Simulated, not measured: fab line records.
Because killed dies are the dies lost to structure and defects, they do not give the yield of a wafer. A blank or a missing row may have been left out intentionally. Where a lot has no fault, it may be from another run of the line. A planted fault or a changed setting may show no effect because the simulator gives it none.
fab line records | flow n5Finfet
record lots=5 | wafers=15 | lastDay=16
route steps=1938 shown BEOL_M1@792 BEOL_M4@1111 PASSIVATION@1936
lots untouched by any fault: they come from a run of this same line in which no faults occurred
startH: hours from the record's opening day to when the first of the lot's shown wafers began | waitH: hours elapsed since this lot's preceding step | " repeats the value in the row above | L1.1+2: several wafers, shown together as one row | - either no value or no given start | * or withheld: withheld | < > ~ a bound
route shown NAME@n: NAME is a module with steps in the file, n the number in the route of the first one | usual: mean/standard deviation of fault-free wafers | same: alike in all rows | chamber/n: place in a boat | sites: each site's reading | _std_site: the standard deviation of these | _edge_site: inner sites' mean taken away from outer sites' mean | radiusMm: for every site, how far away it sits from the centre of the wafer | mask NAME#n: copy n | behind: the last tool/chamber to shape the wafer | hold: the reason the lot was held/the length of the hold in hours/how it ended | device: which transistor (n, p or np) failed to switch | end of line: at the end of the route, the tests of the same wafers | a step given without rows: its recipe and nothing more | killed: dies that structure and defects cost at the first sort, which is not the same as the wafer's yield | map: a wafer's dies, marking killed ones x, the rest . and places with no die _
set.NAME: the run value of the setting; set.NAME@STEP: its run value at that earlier step | model.NAME: the simulator's own value behind a step, which no gauge read
lots seen at some steps along the route; tables by step, rows by wafer
services: the hour from which a tool's chamber was out of use, counted from the record's first day as startH (under 0 if before that day), plus the number of hours and why
## steps
# step N5_BEOL_M1_ALD_98
# recipe material=SiO2 | targetThkA=25 | tempC=100 | aldPrecursorFamily=BDEAS | aldCoReactant=O2-plasma | pulseTimeS=1 | coReactantPulseTimeS=1 | purgeTimeS=2 | coReactantPurgeTimeS=2 | aldCycles=17 | pressureTorr=2
# step N5_BEOL_M1_ETCHBACK_99
# recipe chemistry=CHF3 | target=SiO2 | targetDepthA=50 | timeS=10.4 | sourceW=215 | biasW=47 | Ar_flow_sccm=200 | CHF3_flow_sccm=12 | ionEnergyEv=100 | pressureMtorr=30
# step N5_BEOL_M1_ETCH_70
# recipe chemistry=N2/H2 | target=SOC | targetDepthA=800 | overetchA=160 | maskMaterial=SiARC | tempC=40 | timeS=120 | ionEnergyEv=200 | pressureMtorr=30 | sourceW=840 | biasW=150 | n2FlowSccm=200 | h2FlowSccm=200
# step N5_BEOL_M1_STRIP_71
# recipe chemistry=N2/H2 | tempC=40 | n2FlowSccm=200 | h2FlowSccm=200 | rfFrequencyHz=6e+07
# step N5_BEOL_M1_STRIP_78
# recipe chemistry=N2/H2 | tempC=40 | n2FlowSccm=200 | h2FlowSccm=200 | rfFrequencyHz=6e+07
# step N5_BEOL_M1_VIA_ETCH_34
# recipe chemistry=C4F6/O2 | targetDepthA=678 | maskMaterial=SOC | pressureMtorr=15 | ionEnergyEv=250 | taperDeg=4 | timeS=64.4 | sourceW=350 | biasW=170 | Ar_flow_sccm=300 | C4F6_flow_sccm=10 | O2_flow_sccm=10
# step N5_BEOL_M1_STRIP_83
# recipe chemistry=C4F6/O2 | resist=SiARC | rfFrequencyHz=6e+07
# step N5_BEOL_M1_STRIP_36
# recipe chemistry=N2/H2 | powerW=450 | tempC=40 | pressureMtorr=20 | rfFrequencyHz=6e+07 | overashFraction=0.3 | biasPowerW=7 | h2Frac=0.5 | n2FlowSccm=200 | h2FlowSccm=200
# step N5_BEOL_M1_TRENCH_ETCH_37
# recipe chemistry=C4F6/O2 | targetDepthA=552.07 | target=SiOC | timeS=29 | ionEnergyEv=250 | pressureMtorr=30 | sourceW=355 | biasW=185 | Ar_flow_sccm=300 | C4F6_flow_sccm=10 | O2_flow_sccm=10
# step N5_BEOL_M1_ETCH_41
# recipe chemistry=CH3F/O2 | target=SiCN | targetDepthA=319 | taperDeg=2 | timeS=57.8 | ionEnergyEv=120 | maskMaterial=TiN | pressureMtorr=30 | sourceW=395 | biasW=75 | Ar_flow_sccm=150 | CH3F_flow_sccm=30 | O2_flow_sccm=20
# step N5_BEOL_M1_STRIP_97
# recipe chemistry=N2/H2 | timeS=10 | powerW=450 | tempC=40 | pressureMtorr=20 | rfFrequencyHz=6e+07 | biasPowerW=7 | n2FlowSccm=200 | h2FlowSccm=200
# step N5_BEOL_M1_HM_STRIP_39
# recipe chemistry=peroxideTinStrip | material=TiN | targetDepthA=250 | tempC=50 | timeS=158
# usual bathGuardTempC=50.0/0.49 | bathHeatDutyPct=7.2/0.71 | tempC=49.99/0.12 | timeS=158/0
lot.wafer | tool        | chamber | startH | waitH | bathGuardTempC | bathHeatDutyPct | tempC | timeS | model.TiN_of_BEOL_M1_HM_DEP_02.thkNm
L540.2    | wetBench-04 | 5       | 202.61 | 0.0   | -              | -               | -     | -     | 18
L540.5    | "           | 6       | "      | "     | -              | -               | -     | -     | 18
L540.6    | "           | 7       | "      | "     | -              | -               | -     | -     | 17.8
L541.1    | wetBench-03 | 0       | 209.31 | 0.0   | -              | -               | -     | -     | 17.8
L541.3    | "           | 5       | "      | "     | -              | -               | -     | -     | 17.8
L541.6    | "           | 1       | "      | "     | -              | -               | -     | -     | 17.6
L542.2    | wetBench-02 | 3       | 225.75 | 0.0   | -              | -               | -     | -     | 17.6
L542.3    | "           | 7       | "      | "     | -              | -               | -     | -     | 17.4
L542.6    | "           | 0       | "      | "     | -              | -               | -     | -     | 17.6
L544.2    | wetBench-02 | 5       | 232.52 | 0.0   | 49.5           | 7.3             | 50.05 | 158   | 0
L544.3    | "           | 2       | "      | "     | 49.9           | 5.7             | 50.05 | 158   | 0
L544.5    | "           | 3       | "      | "     | 49.3           | 6.8             | 50.04 | 158   | 0
L550.2    | wetBench-04 | 7       | 255.10 | 0.0   | 50.0           | 6.5             | 49.90 | 158   | 0
L550.5    | "           | 3       | "      | "     | 50.1           | 7.4             | 49.96 | 158   | 0
L550.6    | "           | 0       | "      | "     | 49.5           | 7.2             | 50.24 | 158   | 0
# step N5_BEOL_M1_SRD_40
# recipe timeS=30 | tempC=23 | rinseLiquid=diw | dry=ipaMarangoni
# step N5_BEOL_M1_PRECLEAN_42
# recipe chemistry=residueRemover | timeS=60 | tempC=40
# usual tempC=39.99/0.11
# same timeS=60
lot.wafer | tool        | chamber | startH | waitH | tempC | model.TiN_of_BEOL_M1_HM_DEP_02.thkNm
L540.2    | wetBench-04 | 5       | 202.68 | 0.0   | 39.83 | 7
L540.5    | "           | 6       | "      | "     | 40.13 | 7
L540.6    | "           | 7       | "      | "     | 39.89 | 6.8
L541.1    | wetBench-03 | 0       | 209.38 | 0.0   | 39.95 | 6.8
L541.3    | "           | 5       | "      | "     | 39.98 | 6.8
L541.6    | "           | 1       | "      | "     | 39.97 | 6.6
L542.2    | wetBench-02 | 3       | 225.81 | 0.0   | 39.91 | 6.6
L542.3    | "           | 7       | "      | "     | 39.86 | 6.4
L542.6    | "           | 0       | "      | "     | 39.97 | 6.6
L544.2    | wetBench-02 | 5       | 232.58 | 0.0   | 40.05 | 0
L544.3    | "           | 2       | "      | "     | 39.97 | 0
L544.5    | "           | 3       | "      | "     | 39.97 | 0
L550.2    | wetBench-04 | 7       | 255.16 | 0.0   | 40.03 | 0
L550.5    | "           | 3       | "      | "     | 40.15 | 0
L550.6    | "           | 0       | "      | "     | 40.16 | 0
# step N5_BEOL_M1_SRD_43
# recipe timeS=30 | tempC=23 | rinseLiquid=diw | dry=ipaMarangoni
# step N5_BEOL_M1_DEGAS_44
# recipe ambient=vacuum | tempC=250 | timeS=60
# step N5_BEOL_M1_PRE_CLEAN_45
# recipe gas=H2/He | timeS=30 | tempC=250
# step N5_BEOL_M1_ALD_84
# recipe material=TaN | targetThkA=* | tempC=275 | aldPrecursorFamily=PDMAT | aldCoReactant=NH3 | pressureTorr=3 | carrierFlowSccm=1500 | pulseTimeS=2 | purgeTimeS=3 | coReactantPurgeTimeS=2 | coReactantPulseTimeS=3 | aldCycles=30 | precursorVesselTempC=75 | precursorVesselPressureTorr=26.25 | precursorVesselCarrierSccm=1000
# step N5_BEOL_M1_SURFACE_TREAT_85
# recipe gas=Ar | timeS=* | ionEnergyEv=* | ionCurrentMaCm2=0.5 | pressureMtorr=* | arFlowSccm=30
# step N5_BEOL_M1_CVD_47
# recipe material=Co | targetThkA=30 | tempC=withheld | precursor=CCTBA/H2 | pressureTorr=30 | timeS=223.8
# step N5_BEOL_M1_SPUTTER_48
# recipe material=Cu | targetThkA=45 | tempC=-20 | chamberPressurePa=0.07 | powerW=withheld | timeS=8.29
# step N5_BEOL_M1_ANNEAL_49
# recipe tempC=400 | timeS=240 | ambient=vacuum
# step N5_BEOL_M1_SPUTTER_79
# recipe material=Cu | targetThkA=45 | tempC=-20 | chamberPressurePa=0.07 | powerW=withheld | timeS=8.29
# step N5_BEOL_M1_ANNEAL_80
# recipe tempC=400 | timeS=240 | ambient=vacuum
# step N5_BEOL_M1_SPUTTER_81
# recipe material=Cu | targetThkA=45 | tempC=-20 | chamberPressurePa=0.07 | powerW=withheld | timeS=8.29
# step N5_BEOL_M1_ANNEAL_82
# recipe tempC=400 | timeS=240 | ambient=vacuum
# step N5_BEOL_M1_SPUTTER_86
# recipe material=Cu | targetThkA=45 | tempC=-20 | chamberPressurePa=0.07 | powerW=withheld | timeS=8.29
# step N5_BEOL_M1_ANNEAL_87
# recipe tempC=400 | timeS=240 | ambient=vacuum
# step N5_BEOL_M1_SPUTTER_88
# recipe material=Cu | targetThkA=45 | tempC=-20 | chamberPressurePa=0.07 | powerW=withheld | timeS=8.29
# step N5_BEOL_M1_ANNEAL_89
# recipe tempC=400 | timeS=240 | ambient=vacuum
# step N5_BEOL_M1_SPUTTER_90
# recipe material=Cu | targetThkA=45 | tempC=-20 | chamberPressurePa=0.07 | powerW=withheld | timeS=8.29
# step N5_BEOL_M1_ANNEAL_91
# recipe tempC=400 | timeS=240 | ambient=vacuum
# step N5_BEOL_M1_SPUTTER_92
# recipe material=Cu | targetThkA=45 | tempC=-20 | chamberPressurePa=0.07 | powerW=withheld | timeS=8.29
# step N5_BEOL_M1_ANNEAL_93
# recipe tempC=400 | timeS=240 | ambient=vacuum
# step N5_BEOL_M1_SPUTTER_94
# recipe material=Cu | targetThkA=45 | tempC=-20 | chamberPressurePa=0.07 | powerW=withheld | timeS=8.29
# step N5_BEOL_M1_ANNEAL_95
# recipe tempC=400 | timeS=240 | ambient=vacuum
# step N5_BEOL_M1_SPUTTER_96
# recipe material=Cu | targetThkA=45 | tempC=-20 | chamberPressurePa=0.07 | powerW=withheld | timeS=8.29
# step N5_BEOL_M1_ECD_50
# recipe material=Cu | targetThkA=3000
# step N5_BEOL_M1_ANNEAL_51
# recipe tempC=225 | timeS=90 | ambient=N2
# step N5_BEOL_M1_CMP_52
# recipe stopOn=SiOC | tOverpolishS=6.8 | downForcePsi=1 | platenRpm=50 | clearingPlatenDownForcePsi=1.5 | clearingPlatenRpm=50 | postCmpClean=cuAlkaline | targetThkNm=40 | clearingPlatenPadVelocityMS=0.99484 | padVelocityMS=0.99484
# usual barrierFieldEndpointS=24.3/0.64 | motorCurrentA=6.0/0.56
lot.wafer | tool   | chamber | startH | waitH | barrierFieldEndpointS | motorCurrentA
L540.2    | cmp-01 | 3       | 206.48 | 0.3   | 33.1                  | 7.2
L540.6    | "      | 2       | "      | "     | 33.7                  | 5.8
L540.5    | "      | 3       | "      | "     | 33.2                  | 6.8
L541.3    | cmp-01 | 0       | 212.79 | 0.2   | 32.4                  | 5.3
L541.1    | "      | 2       | "      | "     | 32.6                  | 5.7
L541.6    | "      | 1       | "      | "     | 34.0                  | 5.6
L542.2    | cmp-01 | 3       | 229.21 | 0.2   | 33.9                  | 7.2
L542.3    | "      | 0       | "      | "     | 32.8                  | 5.5
L542.6    | "      | 3       | "      | "     | 33.2                  | 7.0
L544.3    | cmp-02 | 0       | 235.49 | 0.2   | 24.2                  | 5.7
L544.2    | "      | 3       | "      | "     | 23.7                  | 6.4
L544.5    | "      | 0       | "      | "     | 23.9                  | 6.0
L550.2    | cmp-02 | 1       | 259.11 | 0.5   | 24.4                  | 6.5
L550.6    | "      | 2       | "      | "     | 23.7                  | 6.0
L550.5    | "      | 3       | "      | "     | 24.4                  | 6.3
# step N5_BEOL_M4_RC_MEAS_101
# usual DIBL_N=36.5/1.4 | DIBL_P=36.6/1.9 | IOFF_N=0.167/0.029 | IOFF_P=0.21/0.033 | ION_N=674/12 | ION_P=460/8.9 | SS_N=71.6/0.57 | SS_P=73.4/0.61 | VT_N=249/3.3 | VT_P=-250/3.3
lot.wafer | tool      | chamber | startH | waitH | DIBL_N[mV/V] | DIBL_P[mV/V] | IOFF_N[nA/um] | IOFF_P[nA/um] | ION_N[uA/um] | ION_P[uA/um] | SS_N[mV/dec] | SS_P[mV/dec] | VT_N[mV] | VT_P[mV]
L540.2    | prober-01 | 0       | 233.54 | 0.2   | 35.3         | 35.9         | 0.150         | 0.21          | 681          | 464          | 71.1         | 72.5         | 250      | -250
L540.5    | "         | 0       | "      | "     | 37.7         | 38.1         | 0.179         | 0.26          | 676          | 466          | 71.7         | 73.1         | 246      | -245
L540.6    | "         | 0       | "      | "     | 36.4         | 37.5         | 0.161         | 0.24          | 685          | 478          | 71.1         | 73.1         | 248      | -249
L541.1    | prober-02 | 0       | 242.09 | 0.0   | 36.9         | 36.7         | 0.161         | 0.17          | 668          | 449          | 71.9         | 73.6         | 248      | -255
L541.3    | "         | 0       | "      | "     | 36.3         | 36.1         | 0.164         | 0.17          | 669          | 452          | 70.9         | 72.8         | 246      | -253
L541.6    | "         | 0       | "      | "     | 37.2         | 37.6         | 0.186         | 0.19          | 674          | 450          | 71.9         | 74.1         | 244      | -253
L542.2    | prober-02 | 0       | 261.77 | 0.6   | 35.5         | 34.6         | 0.159         | 0.21          | 672          | 461          | 71.6         | 73.5         | 248      | -251
L542.3    | "         | 0       | "      | "     | 33.6         | 32.6         | 0.123         | 0.17          | 668          | 457          | 70.5         | 72.7         | 252      | -255
L542.6    | "         | 0       | "      | "     | 35.6         | 35.3         | 0.165         | 0.22          | 680          | 465          | 71.1         | 73.3         | 249      | -249
L544.2    | prober-01 | 0       | 265.89 | 0.2   | 37.2         | 38.0         | 0.184         | 0.21          | 679          | 464          | 70.9         | 73.5         | 246      | -249
L544.3    | "         | 0       | "      | "     | 39.7         | 39.8         | 0.224         | 0.25          | 676          | 455          | 72.4         | 74.5         | 248      | -249
L544.5    | "         | 0       | "      | "     | 37.9         | 39.0         | 0.195         | 0.22          | 678          | 460          | 72.5         | 74.1         | 249      | -250
L550.2    | prober-02 | 0       | 295.33 | 0.2   | 36.9         | 38.4         | 0.195         | 0.26          | 682          | 473          | 71.7         | 73.6         | 243      | -246
L550.5    | "         | 0       | "      | "     | 34.3         | 34.8         | 0.140         | 0.20          | 667          | 461          | 70.7         | 73.1         | 251      | -251
L550.6    | "         | 0       | "      | "     | 37.8         | 39.7         | 0.221         | 0.30          | 698          | 475          | 71.8         | 74.1         | 243      | -245
# step N5_PASSIVATION_PROBE_49
# usual defectLimitedYield=91.2/1.6 | killed_at_M0_to_M3=34/11 | killed_at_M4_up=14/5.7 | killedAtContacts=14/6.6 | killedAtFrontEnd=37/10 | killedAtOther=4/3.2 | killedDies=104/19 | killedOpen=69/13 | killedShort=33/8.7 | sort_bin_5_function=5.1/1 | sort_bin_6_memory=3.3/0.76 | sortNPass=1076/19 | sortYieldPct=91.2/1.6
# same grossDies=1180 | killedAtBackSide=0 | sort_bin_4_leakage[%]=0 | sort_bin_8_speed[%]=0
lot.wafer | tool      | chamber | startH | waitH | defectLimitedYield[%] | killed_at_M0_to_M3 | killed_at_M4_up | killedAtContacts | killedAtFrontEnd | killedAtOther | killedDies | killedOpen | killedShort | sort_bin_5_function[%] | sort_bin_6_memory[%] | sortNPass | sortYieldPct[%]
L540.2    | prober-01 | -       | 331.53 | 0.1   | 86.4                  | 77                 | 13              | 27               | 40               | 4             | 161        | 85         | 43          | 7.5                    | 5.8                  | 1019      | 86.4
L540.5    | prober-01 | -       | 331.68 | 0.2   | 86.7                  | 82                 | 11              | 20               | 34               | 10            | 157        | 76         | 35          | 8.1                    | 4.8                  | 1023      | 86.7
L540.6    | prober-01 | -       | 331.73 | 0.3   | 86.8                  | 86                 | 17              | 10               | 34               | 9             | 156        | 75         | 34          | 8.4                    | 4.0                  | 1024      | 86.8
L541.1    | prober-02 | -       | 343.82 | 0.0   | 86.9                  | 73                 | 11              | 16               | 51               | 4             | 155        | 69         | 30          | 7.5                    | 4.3                  | 1025      | 86.9
L541.3    | prober-02 | -       | 343.92 | 0.1   | 89.1                  | 48                 | 7               | 27               | 47               | 0             | 129        | 63         | 32          | 5.2                    | 4.6                  | 1051      | 89.1
L541.6    | prober-02 | -       | 344.07 | 0.3   | 90.9                  | 48                 | 12              | 9                | 30               | 8             | 107        | 50         | 30          | 5.5                    | 3.4                  | 1073      | 90.9
L542.2    | prober-02 | -       | 360.57 | 0.1   | 88.2                  | 57                 | 14              | 14               | 49               | 5             | 139        | 67         | 44          | 7.6                    | 3.6                  | 1041      | 88.2
L542.3    | prober-02 | -       | 360.62 | 0.1   | 88.6                  | 57                 | 11              | 22               | 41               | 3             | 134        | 69         | 35          | 7.3                    | 3.6                  | 1046      | 88.6
L542.6    | prober-02 | -       | 360.77 | 0.3   | 85.6                  | 72                 | 13              | 35               | 43               | 7             | 170        | 85         | 51          | 7.6                    | 6.2                  | 1010      | 85.6
# killed by level:class
L540.2 BEOL_M1:interfaceVoidOpened=31 MOL_CONTACT_COAG:geometricParticle:open=23 BEOL_M0_SAQP:geometricParticle:short=13 FIN_SAQP:geometricParticle:short=11 BEOL_M0_SAQP:geometricParticle:open=11 STI_FIN_REVEAL:geometricParticle:open=10 BEOL_M2:geometricParticle:open=9 BEOL_M4:geometricParticle:open=7
L540.5 BEOL_M1:interfaceVoidOpened=46 MOL_CONTACT_COAG:geometricParticle:open=19 FIN_SAQP:geometricParticle:open=11 BEOL_M2:geometricParticle:open=10 FIN_SAQP:geometricParticle:short=8 BEOL_M3:geometricParticle:open=8 STI_FIN_REVEAL:geometricParticle:open=7 BEOL_M0_SAQP:geometricParticle:short=5
L540.6 BEOL_M1:interfaceVoidOpened=42 BEOL_M0_SAQP:geometricParticle:open=15 BEOL_M3:geometricParticle:open=11 MOL_CONTACT_COAG:geometricParticle:open=9 BEOL_M0_SAQP:geometricParticle:short=8 STI_FIN_REVEAL:geometricParticle:open=7 BEOL_M4:geometricParticle:open=6 BEOL_M1:geometricParticle:open=5
L541.1 BEOL_M1:interfaceVoidOpened=45 FIN_SAQP:geometricParticle:open=16 MOL_CONTACT_COAG:geometricParticle:open=13 BEOL_M2:geometricParticle:open=9 HKMG_FIN:areaEtch=7 FIN_SAQP:geometricParticle:short=5 ILD0:geometricParticle:short=5 BEOL_M0_SAQP:geometricParticle:open=5
L541.3 BEOL_M1:interfaceVoidOpened=27 MOL_CONTACT_COAG:geometricParticle:open=20 GATE_CUT:geometricParticle:short=8 FIN_SAQP:geometricParticle:open=7 DUMMY_GATE:geometricParticle:open=7 MOL_CONTACT_COAG:geometricParticle:short=7 FIN_SAQP:geometricParticle:short=6 HKMG_FIN:areaEtch=6
L541.6 BEOL_M1:interfaceVoidOpened=22 FIN_SAQP:geometricParticle:open=12 MOL_CONTACT_COAG:geometricParticle:open=8 BEOL_M0_SAQP:geometricParticle:open=7 BEOL_M1:geometricParticle:open=5 BEOL_M2:geometricParticle:open=5 FIN_SAQP:geometricParticle:short=4 GATE_CUT:geometricParticle:short=4
L542.2 BEOL_M1:interfaceVoidOpened=28 STI_FIN_REVEAL:geometricParticle:open=20 FIN_SAQP:geometricParticle:short=8 BEOL_M2:geometricParticle:open=8 MOL_CONTACT_COAG:geometricParticle:short=7 MOL_CONTACT_COAG:geometricParticle:open=7 BEOL_M0_SAQP:geometricParticle:short=6 FIN_SAQP:geometricParticle:open=5
L542.3 BEOL_M1:interfaceVoidOpened=30 MOL_CONTACT_COAG:geometricParticle:open=15 BEOL_M3:geometricParticle:open=8 STI_FIN_REVEAL:geometricParticle:open=7 GATE_CUT:geometricParticle:open=7 MOL_CONTACT_COAG:geometricParticle:short=7 FIN_SAQP:geometricParticle:open=6 GATE_CUT:geometricParticle:short=5
L542.6 BEOL_M1:interfaceVoidOpened=34 MOL_CONTACT_COAG:geometricParticle:open=32 BEOL_M0_SAQP:geometricParticle:short=15 BEOL_M0_SAQP:geometricParticle:open=14 STI_FIN_REVEAL:geometricParticle:open=8 GATE_CUT:geometricParticle:short=8 BEOL_M4:geometricParticle:open=7 FIN_SAQP:geometricParticle:short=5
# map L540.2 (x killed, . not)
_________________..........x.________________
______________.................._____________
___________....................xxx.__________
__________.......................x.._________
________......x..........x............_______
_______..........xxx....x...x..........______
______.xxx.................x.........x.._____
_____.............x......x...........x...____
____...................x.x................___
___..........x.............x............x..__
___..........x.x..x.x.................xx...__
__x.....x........x..........xxxx............_
__........x..........x......................_
_x.................x.x......x..x..x.......x..
_x..xx..x.x.........x...x.x..................
_...........xx.x.....x.....x.....x...x.......
_x......x...x....xx..........x..x....xx......
_.......xxx...............x..x.....x..x..x..x
_..xx............x....x...x.............x..xx
_....x....x....x....x............xx....x.....
_..x......x......x..x....x..........xx.......
__...x...x...................xx......x......_
__..xx.xx......x..x.....x.....x......x......_
___x...........x.x.x....................x..__
___x......x.............x..................__
____.x............x.....x..........x....x.___
_____...x..................x......x.....x____
______.......x.......xxx........x......._____
_______......x..........x.xx...........______
________x....x..xx..x...x.........x..._______
__________.xxx.xx..................._________
___________..xx............x.......__________
______________......x.......x..x_____________
_________________x...........________________
# map L541.1 (x killed, . not)
_________________.....x...x..________________
______________.....x.......xx..._____________
___________...x.........x..........__________
__________x.....x................x.._________
________.....x.....x....x......x......_______
_______.........x..........x...........______
______.................x...........x...x_____
_____..x.....x..x..x.......x.............____
____..x....x....xx.......x...x........x...___
___..........................x.............__
___......x..x..............x.............xx__
__...x..x.......x.x.....................x..._
__.x....x...x....x......x.xx.x........x.xx.x_
_......x...x...............x....x....x..x..xx
_x.........................x....x.x...x.....x
_x.......................x...................
_.........x......x.......x.xx..x.......x.....
_.x..........x...........x........xx.........
_..x.....x.x..........x.x......x...x.....x...
_..................x........x.......x........
_.x.............x..x............x..x.x.......
__..x.....................xxx..x...........x_
__...xx.x....x..x.......x........x.........._
___.............x........................x.__
___..x......x...xx.xx......................__
____...........x.xxx..x..x......x.........___
_____..x..x..x..............x............____
______................x...........xxxx.._____
_______....x...x...x..........x.x..xx..______
________............x.....xx..x...x..._______
__________.........................._________
___________.x............x.x.....x.__________
______________........x........x_____________
_________________...........x________________
## services
tool        | chamber | startH | hours | kind
cmp-01      | -       | 179.60 | 0.8   | repair
cmp-02      | -       | 184.75 | 2.0   | repair
cmp-02      | -       | 197.05 | 4.4   | repair
cmp-01      | -       | 197.94 | 6.9   | pm
cmp-02      | -       | 237.89 | 4.0   | pm
wetBench-03 | -       | 239.50 | 1.6   | repair
cmp-02      | -       | 241.89 | -     | consumableReplace:conditioner
cmp-02      | -       | 241.89 | -     | consumableReplace:pad
cmp-02      | -       | 245.71 | 4.2   | repair
## key
firstSign step=N5_BEOL_M1_HM_STRIP_39 | reading=toolRecord | direction=missing
effect step=N5_BEOL_M1_CMP_52 | reading=barrierFieldEndpointS | direction=up | sigmas=14 | usual=24.3 | struck=33.2
effect step=N5_PASSIVATION_PROBE_49 | reading=killed_at_M0_to_M3 | direction=up | sigmas=3 | usual=34 | struck=67
modelEffect step=N5_BEOL_M1_HM_STRIP_39 | value=TiN_of_BEOL_M1_HM_DEP_02.thkNm | without=0 | struck=17.73
modelEffect step=N5_BEOL_M1_PRECLEAN_42 | value=TiN_of_BEOL_M1_HM_DEP_02.thkNm | without=0 | struck=6.733
metAt N5_BEOL_M1_HM_STRIP_39
struckWafers L540.2,L540.5,L540.6,L541.1,L541.3,L541.6,L542.2,L542.3,L542.6
fault kind=skippedStepWhole | tool=wetBench-02,wetBench-03,wetBench-04 | chamber=- | onsetH=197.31 | steps=N5_BEOL_M1_HM_STRIP_39 | scope=struckLotsOnly
